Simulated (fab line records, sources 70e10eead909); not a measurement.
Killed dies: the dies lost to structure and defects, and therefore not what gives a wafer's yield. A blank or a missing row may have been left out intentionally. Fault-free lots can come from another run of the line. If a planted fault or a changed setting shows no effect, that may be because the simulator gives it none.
Chamber matching	flow nand harc	ald hk-04 running NHARC_A_CHANNEL_FILL_D1_ALD_25: 4 sister chambers
The step deposits SiOx, target thk 60 nm, pulse time 10 s, ald cycles 600. 8 wafers are shown with their chamber, then 7 later ones without.

WAFERS WITH THEIR CHAMBER
wafer	chamber	heater power w (W)	precursor pulse height rel
L079.1	0	503	0.988
L079.2	2	438	0.975
L082.2	1	409	1.000
L082.4	0	506	0.981
L086.3	1	403	0.985
L086.4	2	434	0.987
L090.1	3	465	1.012
L090.5	3	461	1.014

WAFERS MISSING THEIR CHAMBER
wafer	heater power w (W)	precursor pulse height rel
L090.6	509	0.997
L092.1	515	1.021
L092.3	406	0.976
L092.6	413	0.973
L094.4	524	1.060
L094.5	433	1.029
L094.6	407	1.025

THE CHAMBER EACH PASSED THROUGH
wafer	from the rows above	in truth
L090.6	0	0
L092.1	0	0
L092.3	1	1
L092.6	1	1
L094.4	0	0
L094.5	2	2
L094.6	1	1
Correctly placed: 7 of 7. Can't be placed from these rows: 0. Wrongly placed: 0.
How it was worked out, from the rows above alone: a wafer's distance from a chamber is the root of the sum, over the readings, of the square of ((its reading less the chamber's mean) divided by the reading's scatter). The wafer belongs to the nearest chamber; if the next one is less than 2 further off, it can't be placed. The mean given for a chamber averages the wafers shown for that chamber. The scatter: the root of (the sum of the squares of (reading less its chamber's mean) over the shown wafers, divided by (wafers less chambers)).
